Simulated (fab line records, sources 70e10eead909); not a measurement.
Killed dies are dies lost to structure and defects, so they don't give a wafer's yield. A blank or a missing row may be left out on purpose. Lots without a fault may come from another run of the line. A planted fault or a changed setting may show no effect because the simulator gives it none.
fab line records | flow nand_harc
record lots=12 wafers=36 last_day=26
route steps=1159 shown A_CONTACT@940 END@1159
lots that met no fault: from a run of the same line without faults
start_h: hours from the record's first day to the start of the lot's first wafer shown | wait_h: hours since the lot's step before | " the same as in the row above | L1.1+2: a row that stands for several wafers | - no value, or no start given | * or withheld: withheld | < > ~ a bound
route shown NAME@n: a module of which the file shows steps, and the number in the route of the first | usual: mean/standard deviation of fault-free wafers | same: alike in all rows | chamber/n: place in a boat | sites: the reading at each site | _std_site: their standard deviation | _edge_site: outer sites' mean less inner sites' | radius_mm: how far each site lies from the wafer's centre | mask NAME#n: copy n | behind: the tool/chamber that last shaped the wafer | hold: why the lot was held/for how many hours/how that ended | device: the transistor (n, p or np) that didn't switch | end of line: the same wafers' tests at the end of the route | a step without rows: its recipe alone | killed: dies lost to structure and defects at the first sort, not the wafer's yield | map: a wafer's dies, x killed, . not, _ none there
set.NAME: the setting as run; set.NAME@STEP: as run at that earlier step | model.NAME: the simulator's own value behind a step, which no gauge read
steps of the route over a sample of lots; a table a step, a row a wafer
services: from which hour (start_h, from the record's first day; less than 0 if before it) a tool's chamber was out of use, for how many hours, and why
## steps
# step NHARC_A_CONTACT_ETCH_89
# recipe target_depth_a=2600 over_etch_frac=0.3 time_s=475.3 ion_energy_ev=200 n2_flow_sccm=150 h2_flow_sccm=150 ar_flow_sccm=0 rf_w=400 bias_w=150 chemistry=N2/H2
# usual bias_w=150.0/0.48 drypump_motor_current_A=5.8/0.49 oes_product_au=1.003/0.0094 rf_vpp_V=429.8/2.2 showerhead_plenum_p_Torr=2.01/0.074 throttle_valve_pct=14.171/0.0086
# columns lot.wafer tool chamber start_h wait_h bias_w drypump_motor_current_A oes_product_au rf_hours_counter_h rf_vpp_V showerhead_plenum_p_Torr throttle_valve_pct
L701.3 rie_diel-01 3 - - 150.3 6.2 0.998 13 428.2 1.97 14.163
L701.4 " 2 " " 150.6 5.1 1.003 12 429.1 1.97 14.161
L701.5 " 3 " " 150.2 6.2 0.995 - 428.7 1.97 14.169
L704.2 rie_diel-01 0 - - 149.8 5.7 1.002 16 430.5 2.02 14.173
L704.1 " 1 " " 149.9 5.4 0.992 15 432.7 2.13 14.162
L704.5 " 2 " " 149.9 5.1 1.017 - 428.2 1.97 14.160
L702.3 rie_diel-01 0 - - 149.8 5.7 1.001 17 429.7 2.02 14.173
L702.4 " 3 " " 149.1 6.2 0.991 16 428.5 1.97 14.166
L702.5 " 0 " " 150.0 5.7 1.002 - 431.4 2.02 14.170
L703.1 rie_diel-01 0 - - 150.4 5.6 1.001 18 430.3 2.02 14.175
L703.3 " 1 " " 149.3 5.4 0.997 17 432.9 2.13 14.175
L703.4 " 3 " " 150.1 6.2 0.994 17 427.9 1.97 14.173
L705.1 rie_diel-01 1 - - 150.2 5.4 0.998 17 433.1 2.13 14.195
L705.2 " 2 " " 150.2 5.1 1.018 16 429.7 1.97 14.171
L705.4 " 3 " " 149.7 6.2 0.991 17 428.4 1.97 14.149
L707.3 rie_diel-01 1 - - 150.0 5.4 1.010 21 432.6 2.13 14.178
L707.2 " 2 " " 149.9 5.1 1.002 20 428.3 1.97 14.167
L707.5 " 2 " " 150.0 5.1 1.002 - 430.4 1.97 14.183
L706.2 rie_diel-12 1 - - 150.4 5.4 1.024 11 431.3 2.07 14.155
L706.5 " 2 " " 150.7 5.6 1.003 - 426.9 1.93 14.179
L706.4 " 3 " " 149.8 5.9 1.006 - 428.7 1.96 14.175
L716.4 rie_diel-01 2 - - 149.9 5.1 1.004 28 428.3 1.96 14.171
L716.2 " 3 " " 150.8 6.2 0.993 28 428.9 1.97 14.169
L716.5 " 1 " " 149.1 5.4 0.981 - 433.2 2.12 14.161
L719.4 rie_diel-02 3 - - 149.9 6.1 1.004 62 432.4 2.10 14.176
L719.1 " 0 " " 149.4 6.5 0.995 58 428.5 1.96 14.168
L719.3 " 2 " " 150.0 5.4 1.015 62 436.3 2.20 14.179
L722.3 rie_diel-12 3 - - 150.1 5.9 1.014 45 427.5 1.95 14.142
L722.2 " 1 " " 150.0 5.4 1.022 45 428.9 2.06 14.175
L722.6 " 0 " " 150.7 6.7 1.014 - 428.7 1.99 14.171
L723.2 rie_diel-01 3 - - 148.9 6.2 0.994 7 429.6 1.96 14.156
L723.3 " 1 " " 150.4 5.4 1.009 7 432.3 2.12 14.176
L723.6 " 3 " " 149.3 6.2 0.995 - 429.5 1.96 14.172
L724.4 rie_diel-01 2 - - 150.2 5.1 1.028 12 427.9 1.96 14.181
L724.2 " 3 " " 150.4 6.2 1.013 12 428.1 1.96 14.183
L724.6 " 3 " " 150.7 6.2 1.002 - 428.0 1.96 14.166
# step NHARC_A_CONTACT_ETCH_134
# recipe source_w=withheld pressure_mtorr=20 bias_v=withheld time_s=140 target_depth_a=7000 ar_flow_sccm=withheld c4f8_flow_sccm=withheld o2_flow_sccm=withheld chemistry=C4F8/O2/Ar
# columns lot.wafer tool chamber start_h wait_h rf_hours_counter_h
L701.4 har_cap_etch-02 1 381.56 - -
L701.3 " 0 " " -
L701.5 " 0 " " -
L704.2 har_cap_etch-03 0 390.86 - 84
L704.1 " 1 " " 84
L704.5 " 0 " " -
L702.3 har_cap_etch-01 0 392.66 - -
L702.4 " 1 " " -
L702.5 " 0 " " -
L703.1 har_cap_etch-02 1 401.00 - 15
L703.4 " 0 " " -
L703.3 " 1 " " -
L705.1 har_cap_etch-01 1 402.74 - 61
L705.2 " 0 " " 61
L705.4 " 0 " " -
L707.2 har_cap_etch-01 0 421.35 - 63
L707.3 " 0 " " -
L707.5 " 1 " " -
L706.2 har_cap_etch-03 0 431.21 - 91
L706.4 " 0 " " -
L706.5 " 1 " " -
L716.2 har_cap_etch-01 0 464.93 - 71
L716.4 " 0 " " -
L716.5 " 1 " " -
L719.1 har_cap_etch-03 0 494.04 - 102
L719.3 " 1 " " -
L719.4 " 0 " " -
L722.2 har_cap_etch-01 1 513.24 - 78
L722.3 " 1 " " -
L722.6 " 1 " " -
L723.2 har_cap_etch-01 1 536.31 - 82
L723.3 " 1 " " -
L723.6 " 0 " " -
L724.2 har_cap_etch-01 1 552.98 - 86
L724.4 " 0 " " -
L724.6 " 0 " " -
# step NHARC_A_CONTACT_ETCH_110
# recipe target_depth_a=500 overetch_a=50 time_s=27.5 ion_energy_ev=100 cf4_flow_sccm=80 o2_flow_sccm=20 ar_flow_sccm=0 rf_w=300 bias_w=100 chemistry=CF4/O2
# usual bias_w=100.1/0.31 drypump_motor_current_A=5.8/0.51 oes_product_au=1.000/0.01 rf_vpp_V=197.5/1.2 showerhead_plenum_p_Torr=1.32/0.045 throttle_valve_pct=13.397/0.0092
# columns lot.wafer tool chamber start_h wait_h bias_w drypump_motor_current_A oes_product_au rf_hours_counter_h rf_vpp_V showerhead_plenum_p_Torr throttle_valve_pct
L701.4 rie_diel-01 1 383.13 0.1 99.9 5.4 0.996 13 197.4 1.39 13.406
L701.3 " 3 " " 100.1 6.2 0.987 14 198.7 1.29 13.399
L701.5 " 2 " " 99.8 5.1 1.014 - 196.0 1.29 13.398
L704.1 rie_diel-12 3 393.11 0.3 99.9 5.9 0.995 2 195.4 1.29 13.409
L704.2 " 1 " " 99.7 5.4 1.015 2 198.7 1.36 13.402
L704.5 " 3 " " 100.3 5.9 0.993 - 196.0 1.29 13.404
L702.3 rie_diel-01 2 394.22 0.1 100.5 5.1 1.022 15 196.8 1.29 13.390
L702.4 " 3 " " 99.9 6.2 0.993 16 196.8 1.29 13.384
L702.5 " 0 " " 99.9 5.7 1.001 - 198.3 1.32 13.387
L703.1 rie_diel-12 3 402.76 0.1 99.8 5.9 1.000 5 196.2 1.29 13.399
L703.4 " 0 " " 99.9 6.7 1.009 6 197.2 1.31 13.396
L703.3 " 2 " " 100.6 5.6 0.986 5 194.8 1.27 13.386
L705.1 rie_diel-01 1 404.44 0.1 100.6 5.4 1.000 18 199.2 1.39 13.400
L705.2 " 2 " " 100.3 5.1 1.015 18 195.5 1.29 13.409
L705.4 " 0 " " 100.0 5.6 0.992 19 197.0 1.32 13.389
L707.3 rie_diel-01 2 423.27 0.0 100.0 5.1 1.001 20 196.3 1.29 13.406
L707.2 " 1 " " 100.4 5.4 1.007 21 198.7 1.39 13.402
L707.5 " 2 " " 100.3 5.1 1.003 - 197.0 1.29 13.389
L706.2 rie_diel-01 3 432.93 0.1 100.5 6.2 0.987 23 197.7 1.29 13.402
L706.5 " 3 " " 100.0 6.2 1.000 - 197.4 1.29 13.397
L706.4 " 2 " " 100.1 5.1 1.009 - 196.3 1.29 13.399
L716.4 rie_diel-01 0 466.91 0.1 100.1 5.7 0.928 31 198.3 1.32 13.412
L716.2 " 2 " " 99.8 5.1 1.019 29 197.1 1.29 13.408
L716.5 " 0 " " 99.7 5.7 0.933 - 198.5 1.32 13.364
L719.4 rie_diel-12 1 495.67 0.1 99.7 5.3 1.016 38 197.8 1.35 13.376
L719.1 " 2 " " 100.1 5.6 0.994 37 195.1 1.26 13.397
L719.3 " 3 " " 99.7 5.9 0.997 38 197.4 1.28 13.385
L722.2 rie_diel-12 3 514.82 0.1 99.7 5.9 1.000 46 196.6 1.28 13.387
L722.3 " 0 " " 99.8 6.7 0.999 30 195.8 1.30 13.384
L722.6 " 3 " " 99.9 5.9 1.005 - 197.5 1.28 13.394
L723.2 rie_diel-02 1 537.95 0.1 99.7 6.7 1.013 8 197.5 1.29 13.408
L723.3 " 0 " " 100.0 6.6 0.995 8 197.0 1.29 13.394
L723.6 " 1 " " 100.1 6.7 1.014 - 196.1 1.29 13.407
L724.2 rie_diel-01 3 554.67 0.1 99.6 6.2 1.004 13 198.1 1.29 13.388
L724.4 " 2 " " 99.9 5.1 1.029 13 196.8 1.28 13.395
L724.6 " 3 " " 99.6 6.2 1.007 - 196.7 1.29 13.402
# step NHARC_A_CONTACT_CVD_19
# recipe target_thk_a=3000 temp_c=300 pressure_torr=40 wf6_flow_sccm=40 h2_flow_sccm=1600 ar_flow_sccm=1560 time_s=802 material=W
# usual heater_power_w=517/34 mfc_h2_sccm=1599/5.6 mfc_wf6_sccm=40.00/0.11 throttle_valve_pct=7.76/0.2
# columns lot.wafer tool chamber start_h wait_h heater_power_w mfc_h2_sccm mfc_wf6_sccm since_wet_clean_h throttle_valve_pct
L701.3 cvd_w-01 0 - - 456 1600 40.02 - 7.73
L701.4 " 1 " " 527 1594 40.00 - 7.91
L701.5 " 1 " " 535 1587 40.03 - 8.08
L704.1 cvd_w-02 0 - - 506 1591 40.03 8 7.36
L704.2 " 1 " " 541 1608 39.85 8 7.54
L704.5 " 1 " " 536 1602 40.06 - 7.75
L702.4 cvd_w-02 1 - - 550 1611 39.98 - 7.66
L702.3 " 0 " " 496 1601 39.82 - 7.63
L702.5 " 1 " " 557 1602 39.84 - 7.37
L703.1 cvd_w-02 1 - - 556 1598 39.98 12 7.56
L703.4 " 0 " " 501 1594 40.11 - 7.58
L703.3 " 1 " " 558 1596 40.00 - 7.54
L705.1 cvd_w-02 0 - - 506 1596 40.12 14 7.65
L705.2 " 1 " " 544 1590 39.94 14 7.75
L705.4 " 1 " " 552 1589 39.96 - 7.62
L707.2 cvd_w-02 1 - - 546 1601 39.93 33 7.79
L707.3 " 1 " " 536 1606 39.93 - 7.86
L707.5 " 0 " " 500 1599 39.90 - 7.48
L706.2 cvd_w-01 1 - - 541 1595 39.95 128 7.96
L706.4 " 1 " " 551 1603 39.78 - 7.80
L706.5 " 0 " " 474 1598 40.10 - 8.02
L716.2 cvd_w-01 0 - - 469 1596 40.05 164 7.78
L716.4 " 1 " " 528 1593 40.15 - 8.16
L716.5 " 0 " " 466 1600 40.22 - 7.74
L719.1 cvd_w-01 1 - - 542 1613 40.08 14 7.59
L719.4 " 1 " " 551 1610 40.13 - 7.94
L719.3 " 0 " " 471 1605 39.74 - 7.70
L722.2 cvd_w-01 1 - - 546 1601 40.15 36 7.64
L722.3 " 0 " " 480 1587 40.11 - 7.83
L722.6 " 0 " " 487 1586 40.03 - 8.02
L723.2 cvd_w-01 0 - - 485 1592 40.03 52 7.92
L723.3 " 0 " " 491 1601 40.03 - 7.94
L723.6 " 0 " " 473 1601 40.11 - 7.82
L724.2 cvd_w-01 1 - - 562 1599 39.84 76 7.84
L724.4 " 1 " " 560 1596 40.03 - 7.75
L724.6 " 0 " " 480 1605 40.07 - 8.04
# step NHARC_END_SORT_01
# recipe temp_c=25
# usual killed_at_array=27/11 killed_at_other=0.6/1 killed_at_periphery=3.0/2.1 killed_dies=31/12 killed_open=3.2/1.7 killed_short=1.7/1.4
# same gross_dies=677
# columns lot.wafer tool chamber start_h wait_h killed_at_array killed_at_other killed_at_periphery killed_dies killed_open killed_short
L716.2 prober-02 0 522.45 2.8 34 0 5 39 2 1
L716.4 prober-02 0 524.06 3.4 656 1 7 664 5 1
L716.5 prober-02 0 524.86 3.7 664 0 1 665 4 0
# killed by level:class
L716.2 A_SLIT:chamber_film_flake=17 A_CHANNEL_HOLE_D1:chamber_film_flake=7 A_STAIRCASE:chamber_film_flake=5 A_CONTACT:chamber_film_flake=4 P_STI:chamber_film_flake=2 P_M0:geometric_particle:open=1 P_M2:geometric_particle:short=1 A_CONTACT:geometric_particle:open=1
L716.4 A_CONTACT:area_etch=628 A_SLIT:chamber_film_flake=15 A_CHANNEL_HOLE_D1:chamber_film_flake=7 P_STI:chamber_film_flake=4 P_M1:geometric_particle:open=2 A_CONTACT:chamber_film_flake=2 P_CONTACT:geometric_particle:open=1 A_CHANNEL_HOLE_D1:geometric_particle:open=1
L716.5 A_CONTACT:area_etch=637 A_SLIT:chamber_film_flake=14 A_STAIRCASE:chamber_film_flake=4 A_CHANNEL_HOLE_D1:chamber_film_flake=3 A_CONTACT:geometric_particle:open=2 A_CONTACT:chamber_film_flake=2 A_CHANNEL_FILL_D1:geometric_particle:open=1 A_M1:geometric_particle:open=1
## services
# columns tool chamber start_h hours kind
rie_diel-01 0 372.97 - clean
rie_diel-01 1 372.97 - clean
rie_diel-01 2 372.97 - clean
rie_diel-01 3 372.97 - clean
cvd_w-02 - 378.42 13.0 pm
rie_diel-12 - 379.62 9.0 pm
rie_diel-01 0 397.60 - clean
rie_diel-01 1 397.60 - clean
rie_diel-01 2 397.60 - clean
rie_diel-01 3 397.60 - clean
rie_diel-12 0 412.71 46.5 repair
har_cap_etch-01 - 420.51 0.6 repair
rie_diel-01 0 422.10 - clean
rie_diel-01 1 432.22 3.1 repair
cvd_w-01 - 474.06 13.0 pm
rie_diel-01 2 485.49 7.9 repair
rie_diel-01 - 492.13 9.0 pm
rie_diel-02 - 505.00 9.0 pm
rie_diel-12 1 525.96 3.7 repair
rie_diel-12 0 544.56 18.8 repair
har_cap_etch-03 - 545.00 17.0 pm
cvd_w-02 1 549.99 6.5 repair
rie_diel-12 - 557.63 9.0 pm
cvd_w-02 - 561.29 13.0 pm
## key
first_sign step=NHARC_A_CONTACT_ETCH_110 reading=oes_product_au direction=down sigmas=6.7 usual=1.000 struck=0.930
effect step=NHARC_END_SORT_01 reading=killed_at_array direction=up sigmas=55 usual=27 struck=660
more_kills_born_at NHARC_A_CONTACT_ETCH_110@rie_diel-01=1265
met_at NHARC_A_CONTACT_ETCH_110
struck_lots L716
struck_wafers L716.4,L716.5
later_rows_left_out L716.4,L716.5
tester_left_out L716
not_acting_at NHARC_A_CONTACT_ETCH_89,NHARC_A_CONTACT_ETCH_134,NHARC_A_CONTACT_CVD_19
onset_between 404.44 466.91
fault kind=process_parameter_drift tool=rie_diel-01 chamber=0 onset_h=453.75 steps=NHARC_A_CONTACT_ETCH_110 channel=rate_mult offset=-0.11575 shape=step end_h=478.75
# tester_left_out: of these lots the tester's yield and bins aren't shown, on N5 and GAA mostly nor the transistor test; their killed dies are dies lost to structure and defects alone, not to doping, threshold or leakage, so they don't give the yield
# later_rows_left_out: the simulator's readings of these wafers behind a module that went badly wrong aren't trusted and aren't shown, but for the sort
